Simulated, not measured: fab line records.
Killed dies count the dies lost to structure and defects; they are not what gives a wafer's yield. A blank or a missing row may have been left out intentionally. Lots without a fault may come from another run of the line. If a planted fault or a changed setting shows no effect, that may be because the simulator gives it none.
Split-lot trial || flow n5-finfet || on a route of 1938 steps: 7 lots, 39 wafers read

## ON THE SPLIT
At N5_HKMG_FIN_ETCH_55 (etches SOC in N2/H2, target depth 240 nm, time 300 s), the setting time-s was moved away from the recipe's 300 s on 12 of the 39 wafers read, by -13.1% to +20.9%. This setting was run at the recipe's value on the other wafers.

The reading is taken at the split's own step.

## THE READING
SiARC_of_HKMG_FIN_COAT_42.thk-nm (the simulator's own value, which no gauge read), in nm, at N5_HKMG_FIN_ETCH_55 (etches SOC in N2/H2, target depth 240 nm, time 300 s). The file gives no usual value for it. Here, 27 wafers ran the recipe; their average is 21.7 nm with a standard deviation of 0.38 nm.

{"wafer": "L074.1", "tool, chamber at the split": "rie-diel-02, 0", "time-s as run, s": 300, "against the recipe": "recipe", "SiARC_of_HKMG_FIN_COAT_42.thk-nm, nm": 21.8, "against lot-mates on the recipe": "-"}
{"wafer": "L074.3", "tool, chamber at the split": "rie-diel-02, 2", "time-s as run, s": 300, "against the recipe": "recipe", "SiARC_of_HKMG_FIN_COAT_42.thk-nm, nm": 21.4, "against lot-mates on the recipe": "-"}
{"wafer": "L074.5", "tool, chamber at the split": "rie-diel-02, 1", "time-s as run, s": 300, "against the recipe": "recipe", "SiARC_of_HKMG_FIN_COAT_42.thk-nm, nm": 22.4, "against lot-mates on the recipe": "-"}
{"wafer": "L081.1", "tool, chamber at the split": "rie-diel-02, 1", "time-s as run, s": 300, "against the recipe": "recipe", "SiARC_of_HKMG_FIN_COAT_42.thk-nm, nm": 22.2, "against lot-mates on the recipe": "-"}
{"wafer": "L081.2", "tool, chamber at the split": "rie-diel-02, 0", "time-s as run, s": 321.6, "against the recipe": "+7.2%", "SiARC_of_HKMG_FIN_COAT_42.thk-nm, nm": 20.8, "against lot-mates on the recipe": -1.1}
{"wafer": "L081.3", "tool, chamber at the split": "rie-diel-02, 2", "time-s as run, s": 321.6, "against the recipe": "+7.2%", "SiARC_of_HKMG_FIN_COAT_42.thk-nm, nm": 20.4, "against lot-mates on the recipe": -1.5}
{"wafer": "L081.4", "tool, chamber at the split": "rie-diel-02, 0", "time-s as run, s": 321.6, "against the recipe": "+7.2%", "SiARC_of_HKMG_FIN_COAT_42.thk-nm, nm": 20.8, "against lot-mates on the recipe": -1.1}
{"wafer": "L081.5", "tool, chamber at the split": "rie-diel-02, 1", "time-s as run, s": 300, "against the recipe": "recipe", "SiARC_of_HKMG_FIN_COAT_42.thk-nm, nm": 22.2, "against lot-mates on the recipe": "-"}
{"wafer": "L081.6", "tool, chamber at the split": "rie-diel-02, 2", "time-s as run, s": 300, "against the recipe": "recipe", "SiARC_of_HKMG_FIN_COAT_42.thk-nm, nm": 21.2, "against lot-mates on the recipe": "-"}
{"wafer": "L083.1", "tool, chamber at the split": "rie-diel-02, 1", "time-s as run, s": 300, "against the recipe": "recipe", "SiARC_of_HKMG_FIN_COAT_42.thk-nm, nm": 22.2, "against lot-mates on the recipe": "-"}
{"wafer": "L083.5", "tool, chamber at the split": "rie-diel-02, 1", "time-s as run, s": 300, "against the recipe": "recipe", "SiARC_of_HKMG_FIN_COAT_42.thk-nm, nm": 22.2, "against lot-mates on the recipe": "-"}
{"wafer": "L083.2", "tool, chamber at the split": "rie-diel-02, 0", "time-s as run, s": 300, "against the recipe": "recipe", "SiARC_of_HKMG_FIN_COAT_42.thk-nm, nm": 21.6, "against lot-mates on the recipe": "-"}
{"wafer": "L083.3", "tool, chamber at the split": "rie-diel-02, 2", "time-s as run, s": 300, "against the recipe": "recipe", "SiARC_of_HKMG_FIN_COAT_42.thk-nm, nm": 21.2, "against lot-mates on the recipe": "-"}
{"wafer": "L083.4", "tool, chamber at the split": "rie-diel-02, 3", "time-s as run, s": 300, "against the recipe": "recipe", "SiARC_of_HKMG_FIN_COAT_42.thk-nm, nm": 21.6, "against lot-mates on the recipe": "-"}
{"wafer": "L083.6", "tool, chamber at the split": "rie-diel-02, 2", "time-s as run, s": 300, "against the recipe": "recipe", "SiARC_of_HKMG_FIN_COAT_42.thk-nm, nm": 21.4, "against lot-mates on the recipe": "-"}
{"wafer": "L085.1", "tool, chamber at the split": "rie-diel-04, 0", "time-s as run, s": 300, "against the recipe": "recipe", "SiARC_of_HKMG_FIN_COAT_42.thk-nm, nm": 21.6, "against lot-mates on the recipe": "-"}
{"wafer": "L085.2", "tool, chamber at the split": "rie-diel-04, 2", "time-s as run, s": 300, "against the recipe": "recipe", "SiARC_of_HKMG_FIN_COAT_42.thk-nm, nm": 21.2, "against lot-mates on the recipe": "-"}
{"wafer": "L085.3", "tool, chamber at the split": "rie-diel-04, 1", "time-s as run, s": 300, "against the recipe": "recipe", "SiARC_of_HKMG_FIN_COAT_42.thk-nm, nm": 22, "against lot-mates on the recipe": "-"}
{"wafer": "L085.4", "tool, chamber at the split": "rie-diel-04, 3", "time-s as run, s": 300, "against the recipe": "recipe", "SiARC_of_HKMG_FIN_COAT_42.thk-nm, nm": 20.8, "against lot-mates on the recipe": "-"}
{"wafer": "L085.5", "tool, chamber at the split": "rie-diel-04, 0", "time-s as run, s": 300, "against the recipe": "recipe", "SiARC_of_HKMG_FIN_COAT_42.thk-nm, nm": 21.8, "against lot-mates on the recipe": "-"}
{"wafer": "L085.6", "tool, chamber at the split": "rie-diel-04, 1", "time-s as run, s": 300, "against the recipe": "recipe", "SiARC_of_HKMG_FIN_COAT_42.thk-nm, nm": 22, "against lot-mates on the recipe": "-"}
{"wafer": "L089.1", "tool, chamber at the split": "rie-diel-06, 0", "time-s as run, s": 300, "against the recipe": "recipe", "SiARC_of_HKMG_FIN_COAT_42.thk-nm, nm": 21.6, "against lot-mates on the recipe": "-"}
{"wafer": "L089.2", "tool, chamber at the split": "rie-diel-06, 2", "time-s as run, s": 300, "against the recipe": "recipe", "SiARC_of_HKMG_FIN_COAT_42.thk-nm, nm": 21.8, "against lot-mates on the recipe": "-"}
{"wafer": "L089.3", "tool, chamber at the split": "rie-diel-06, 1", "time-s as run, s": 300, "against the recipe": "recipe", "SiARC_of_HKMG_FIN_COAT_42.thk-nm, nm": 22, "against lot-mates on the recipe": "-"}
{"wafer": "L089.4", "tool, chamber at the split": "rie-diel-06, 2", "time-s as run, s": 341.4, "against the recipe": "+13.8%", "SiARC_of_HKMG_FIN_COAT_42.thk-nm, nm": 19.8, "against lot-mates on the recipe": -2.0}
{"wafer": "L089.5", "tool, chamber at the split": "rie-diel-06, 0", "time-s as run, s": 341.4, "against the recipe": "+13.8%", "SiARC_of_HKMG_FIN_COAT_42.thk-nm, nm": 19.8, "against lot-mates on the recipe": -2.0}
{"wafer": "L089.6", "tool, chamber at the split": "rie-diel-06, 1", "time-s as run, s": 341.4, "against the recipe": "+13.8%", "SiARC_of_HKMG_FIN_COAT_42.thk-nm, nm": 20, "against lot-mates on the recipe": -1.8}
{"wafer": "L091.1", "tool, chamber at the split": "rie-diel-06, 0", "time-s as run, s": 300, "against the recipe": "recipe", "SiARC_of_HKMG_FIN_COAT_42.thk-nm, nm": 21.6, "against lot-mates on the recipe": "-"}
{"wafer": "L091.2", "tool, chamber at the split": "rie-diel-06, 1", "time-s as run, s": 260.8, "against the recipe": "-13.1%", "SiARC_of_HKMG_FIN_COAT_42.thk-nm, nm": 23.6, "against lot-mates on the recipe": "+1.9"}
{"wafer": "L091.3", "tool, chamber at the split": "rie-diel-06, 2", "time-s as run, s": 260.8, "against the recipe": "-13.1%", "SiARC_of_HKMG_FIN_COAT_42.thk-nm, nm": 23.4, "against lot-mates on the recipe": "+1.7"}
{"wafer": "L091.4", "tool, chamber at the split": "rie-diel-06, 0", "time-s as run, s": 300, "against the recipe": "recipe", "SiARC_of_HKMG_FIN_COAT_42.thk-nm, nm": 21.6, "against lot-mates on the recipe": "-"}
{"wafer": "L091.5", "tool, chamber at the split": "rie-diel-06, 1", "time-s as run, s": 300, "against the recipe": "recipe", "SiARC_of_HKMG_FIN_COAT_42.thk-nm, nm": 22, "against lot-mates on the recipe": "-"}
{"wafer": "L091.6", "tool, chamber at the split": "rie-diel-06, 2", "time-s as run, s": 260.8, "against the recipe": "-13.1%", "SiARC_of_HKMG_FIN_COAT_42.thk-nm, nm": 23.4, "against lot-mates on the recipe": "+1.7"}
{"wafer": "L092.1", "tool, chamber at the split": "rie-diel-02, 3", "time-s as run, s": 362.7, "against the recipe": "+20.9%", "SiARC_of_HKMG_FIN_COAT_42.thk-nm, nm": 18.6, "against lot-mates on the recipe": -2.9}
{"wafer": "L092.2", "tool, chamber at the split": "rie-diel-02, 0", "time-s as run, s": 300, "against the recipe": "recipe", "SiARC_of_HKMG_FIN_COAT_42.thk-nm, nm": 21.8, "against lot-mates on the recipe": "-"}
{"wafer": "L092.3", "tool, chamber at the split": "rie-diel-02, 1", "time-s as run, s": 362.7, "against the recipe": "+20.9%", "SiARC_of_HKMG_FIN_COAT_42.thk-nm, nm": 19.4, "against lot-mates on the recipe": -2.1}
{"wafer": "L092.4", "tool, chamber at the split": "rie-diel-02, 2", "time-s as run, s": 300, "against the recipe": "recipe", "SiARC_of_HKMG_FIN_COAT_42.thk-nm, nm": 21.4, "against lot-mates on the recipe": "-"}
{"wafer": "L092.5", "tool, chamber at the split": "rie-diel-02, 3", "time-s as run, s": 300, "against the recipe": "recipe", "SiARC_of_HKMG_FIN_COAT_42.thk-nm, nm": 21.4, "against lot-mates on the recipe": "-"}
{"wafer": "L092.6", "tool, chamber at the split": "rie-diel-02, 0", "time-s as run, s": 362.7, "against the recipe": "+20.9%", "SiARC_of_HKMG_FIN_COAT_42.thk-nm, nm": 18.8, "against lot-mates on the recipe": -2.7}

THE FIT
A straight line over all 39 wafers: SiARC_of_HKMG_FIN_COAT_42.thk-nm changes by -0.134 nm for each +1% of time-s; r = -0.95; the points scatter about the line by 0.34 nm.
The same after taking each lot's own level away (the mean of its wafers on the recipe; 39 wafers): -0.132 nm for each +1%; r = -0.95; scatter 0.34 nm.
According to that fit, moving time-s by its largest amount changes the reading by 2.8 nm.
From 21.53 to 21.87 nm: that is the span of the lots' own levels, equal to 0.9 times the standard deviation above.
The two slopes agree, so the slope changes little with the lot-to-lot level.
Check: with one of the wafers moved furthest among these (+20.9%) left out of the fit, the line predicts -2.73 nm for it against its lot-mates. It came out at -2.93 nm against them.

## THE OTHER SPLITS THESE WAFERS WENT THROUGH
These wafers also went through other splits before the reading. Each is held against what the fit with the lots' levels taken away leaves over:
{"other split on the same wafers": "N5_FIN_SAQP_MANDREL_ETCH_22 target-depth-a", "wafers away from the commonest value": 15, "r with SiARC_of_HKMG_FIN_COAT_42.thk-nm (lot level and that fit taken away)": -0.05}
{"other split on the same wafers": "N5_FIN_CUT_ETCH_21 time-s", "wafers away from the commonest value": 18, "r with SiARC_of_HKMG_FIN_COAT_42.thk-nm (lot level and that fit taken away)": "+0.05"}
{"other split on the same wafers": "N5_FIN_CUT_CUT_ETCH_15 time-s", "wafers away from the commonest value": 15, "r with SiARC_of_HKMG_FIN_COAT_42.thk-nm (lot level and that fit taken away)": -0.02}
{"other split on the same wafers": "N5_SD_EPI_N_EPI_21 pressure-torr", "wafers away from the commonest value": 30, "r with SiARC_of_HKMG_FIN_COAT_42.thk-nm (lot level and that fit taken away)": "+0.08"}
{"other split on the same wafers": "N5_SD_ACTIVATION_LSA_01 temp-c", "wafers away from the commonest value": 9, "r with SiARC_of_HKMG_FIN_COAT_42.thk-nm (lot level and that fit taken away)": -0.16}

## THE WHOLE CHAIN: every reading that the file lists as answering this split, in the file's order
{"step": "N5_HKMG_FIN_ETCH_55", "what it does": "etches SOC in N2/H2, target depth 240 nm, time 300 s", "reading": "HKMG_FIN.feature-depth-nm (the simulator's own value, which no gauge read)", "change (the file's fit)": "+2.25 nm for each +1% of the setting", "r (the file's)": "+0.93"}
{"step": "N5_HKMG_FIN_ETCH_55", "what it does": "etches SOC in N2/H2, target depth 240 nm, time 300 s", "reading": "etch.depth-nm (the simulator's own value, which no gauge read)", "change (the file's fit)": "+2.25 nm for each +1% of the setting", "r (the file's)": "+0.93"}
{"step": "N5_HKMG_FIN_ETCH_55", "what it does": "etches SOC in N2/H2, target depth 240 nm, time 300 s", "reading": "SiARC_of_HKMG_FIN_COAT_42.thk-nm (the simulator's own value, which no gauge read)", "change (the file's fit)": "-0.132 nm for each +1% of the setting", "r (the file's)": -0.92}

## FILE'S OWN FIT
SiARC_of_HKMG_FIN_COAT_42.thk-nm changes by -0.132 nm for each +1% of time-s, r = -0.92.
